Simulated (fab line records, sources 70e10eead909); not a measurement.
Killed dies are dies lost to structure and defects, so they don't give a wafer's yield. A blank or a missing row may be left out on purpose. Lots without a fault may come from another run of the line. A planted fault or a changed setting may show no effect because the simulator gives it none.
One fault seen from 3 desks | flow nand_harc | each desk has only its own numbers; what lay behind them comes last

THE TOOL OWNER'S DESK: pecvd-04
The tool's own readings at NHARC_A_DECK1_JOINT_DEP_16 (deposits SiO2, target thk 45 nm): means of the sampled wafers that have a number, for each lot that ran on this tool. A lot is out of limits, marked OUT, if its mean lies more than 4 standard deviations from the usual mean; the brackets give that distance.
Columns: A = heater_power_w at NHARC_A_DECK1_JOINT_DEP_16, usual 527 W; B = throttle_valve_pct at NHARC_A_DECK1_JOINT_DEP_16, usual 15.9 %
lot  | first seen here | A   | B
L286 | day 12 21:49    | 513 | 16.2
L288 | day 13 17:14    | 498 | 16.2
L291 | day 14 14:41    | 503 | 16.0
L294 | day 16 02:44    | 502 | 15.9
L295 | day 16 17:02    | 496 | 16.4
L299 | day 18 03:53    | 498 | 16.3
L307 | day 21 10:31    | 463 | 16.5
L308 | day 22 09:04    | 506 | 15.7
This desk's finding: nothing out of limits on any of the 8 lots.

THE METROLOGY DESK
What the gauges read, lot by lot, whatever tool the lot ran on: means of the sampled wafers that have a number. A lot is out of limits, marked OUT, if its mean lies more than 4 standard deviations from the usual mean; the brackets give that distance.
Columns: A = thk_nm at NHARC_A_DECK1_JOINT_THK_MEAS_17, usual 45.2 nm
lot  | first seen here | A
L286 | day 12 22:06    | 46.3
L287 | day 12 22:15    | 44.6
L288 | day 13 17:29    | 44.8
L291 | day 14 14:55    | 45.8
L294 | day 16 03:03    | 44.6
L296 | day 16 17:11    | 46.5
L295 | day 16 17:19    | 38.9 (-4.8) OUT
L297 | day 17 03:26    | 44.2
L299 | day 18 04:10    | 42.2
L305 | day 20 22:31    | 44.0
L307 | day 21 10:48    | 44.4
L308 | day 22 09:18    | 45.1
This desk's finding: out of limits on L295; first on L295, day 16 17:19 (thk_nm at NHARC_A_DECK1_JOINT_THK_MEAS_17). In limits: L286, L287, L288, L291, L294, L296, L297, L299, L305, L307, L308.

THE DEFECT DESK
What the inspections along the route counted, lot by lot: means of the sampled wafers that have a number. A lot is out of limits, marked OUT, if its mean lies more than 4 standard deviations from the usual mean; the brackets give that distance.
Columns: A = raw_defect_count at NHARC_A_CHANNEL_FILL_D1_INSPECT_13, usual 305
lot  | first seen here | A
L286 | day 11 14:04    | 327
L287 | day 11 14:04    | 343
L288 | day 12 01:08    | 195
L291 | day 13 06:31    | 373
L294 | day 14 16:40    | 345
L295 | day 15 08:12    | 380
L296 | day 15 08:12    | 455
L297 | day 15 18:22    | 316
L299 | day 16 17:42    | 359
L305 | day 19 10:34    | 230
L307 | day 19 23:47    | 353
L308 | day 20 21:04    | 127
This desk's finding: nothing out of limits on any of the 12 lots.

PUT TOGETHER
The metrology desk could have raised an alarm at day 16 17:19, on L295.
The tool owner's desk saw nothing out of limits.
The defect desk saw nothing out of limits.
The tool owner's desk has L295 on record, within its limits.
The defect desk has L295 on record, within its limits.
Of the lots named, all ran NHARC_A_DECK1_JOINT_DEP_16 on pecvd-04.

WHAT THE SIMULATOR HAD PUT IN
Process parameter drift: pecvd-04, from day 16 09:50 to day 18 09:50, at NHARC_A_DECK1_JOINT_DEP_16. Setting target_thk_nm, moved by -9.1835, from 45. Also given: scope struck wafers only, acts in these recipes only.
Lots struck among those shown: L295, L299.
Hours from the fault's start to each desk's first reading out of limits: the metrology desk, 7.
